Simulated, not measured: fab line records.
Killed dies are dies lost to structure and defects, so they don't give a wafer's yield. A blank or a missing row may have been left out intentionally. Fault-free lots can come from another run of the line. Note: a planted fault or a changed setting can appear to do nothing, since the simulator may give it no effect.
Comparing a struck lot with a sound one || flow nand_harc || 14 steps out of a route of 1302
Sound: these wafers, L505.3, L505.5, L505.6. Struck: wafers L512.1, L512.2. Last of all comes the cause.
Order at every step that has rows: each side's tool, ch and its chambers, its first start. Under that, the readings that differ: sound wafers || struck wafers || difference of the means || sigmas: that difference in standard deviations of wafers without a fault.
alike: same words and numbers on both sides, and readings whose means sit less than 2 such deviations apart. not compared: any withheld reading, any reading some wafer has no value for, any bound like >300 that may hide the same value, and any number with overlapping values for which the record gives no deviation.
The two part at a step that has a row with sigmas, a row that says differs or no value, or rows on one side only. When numbers do not overlap yet have no deviation, they are printed without sigmas and do not part them. A reading missing from all wafers of one side parts the sides only when that side holds two or more wafers.

first, 8 steps without rows for these wafers: NHARC_A_ZERO_WELL_HMDS_03 (time 30 s); NHARC_A_ZERO_WELL_COAT_18 (time 65 s); NHARC_A_ZERO_WELL_COAT_04 (resist thk 600 nm); NHARC_A_ZERO_WELL_SOFTBAKE_05 (time 70 s); NHARC_A_ZERO_WELL_EBR_06; NHARC_A_ZERO_WELL_EXPOSE_07 (exposes mask A ZERO); NHARC_A_ZERO_WELL_PEB_08 (peb time 80 s); NHARC_A_ZERO_WELL_DEVELOP_09 (time 50 s).
NHARC_A_ZERO_WELL_CD_MEAS_10: the cd target is 2000 nm.
  sound on cd_sem-03 ch 0, day 7 07:43; struck on cd_sem-02 ch 0, day 10 12:25
  alike: cd_nm
then, 1 step without rows for these wafers: NHARC_A_ZERO_WELL_HARDBAKE_11 (time 65 s).
NHARC_A_ZERO_WELL_DESCUM_12: chemistry O2, time 3 s.
  sound on rie_diel-12 ch 0,1, day 7 07:53; struck on rie_diel-06 ch 0,1, day 10 12:35
  alike: drypump_motor_current_A, mfc_ar_sccm, oes_product_au, rf_vpp_V, showerhead_plenum_p_Torr, throttle_valve_pct
  not compared: rf_hours_counter_h
NHARC_A_ZERO_WELL_ETCH_19: etches the open film in N2/H2, target depth 80 nm, overetch 24 nm, time 87.88 s.
  sound on rie_diel-12 ch 0,3, day 7 07:58; struck on rie_diel-06 ch 1,3, day 10 12:39
{"reading": "n2_flow_sccm (sccm)", "sound": "150.7 151.4 149.8", "struck": "149.4 149.3", "difference": -1.3, "sigmas": -3}
  alike: drypump_motor_current_A, mfc_ar_sccm, oes_product_au, rf_vpp_V, showerhead_plenum_p_Torr, throttle_valve_pct
  not compared: rf_hours_counter_h
NHARC_A_ZERO_WELL_ETCH_13: etches the open film in HBr/Cl2, target depth 120 nm, time 40.1 s.
  sound on rie_si-05 ch 0,1,3, day 7 08:07; struck on rie_si-06 ch 2,3, day 10 12:47
{"reading": "oes_product_au (a.u.)", "sound": "1.004 1.013 1.000", "struck": "0.889 0.907", "difference": -0.108, "sigmas": -11}
  alike: drypump_motor_current_A, hbr_flow_sccm, throttle_valve_pct
  not compared: rf_hours_counter_h
then, 1 step without rows for these wafers: NHARC_A_ZERO_WELL_STRIP_14 (strips in SPM, time 900 s).

== WHERE THEY PART ==
At NHARC_A_ZERO_WELL_ETCH_19 first; at NHARC_A_ZERO_WELL_ETCH_13 last (within this record only).

WHY: what had been put in by the simulator
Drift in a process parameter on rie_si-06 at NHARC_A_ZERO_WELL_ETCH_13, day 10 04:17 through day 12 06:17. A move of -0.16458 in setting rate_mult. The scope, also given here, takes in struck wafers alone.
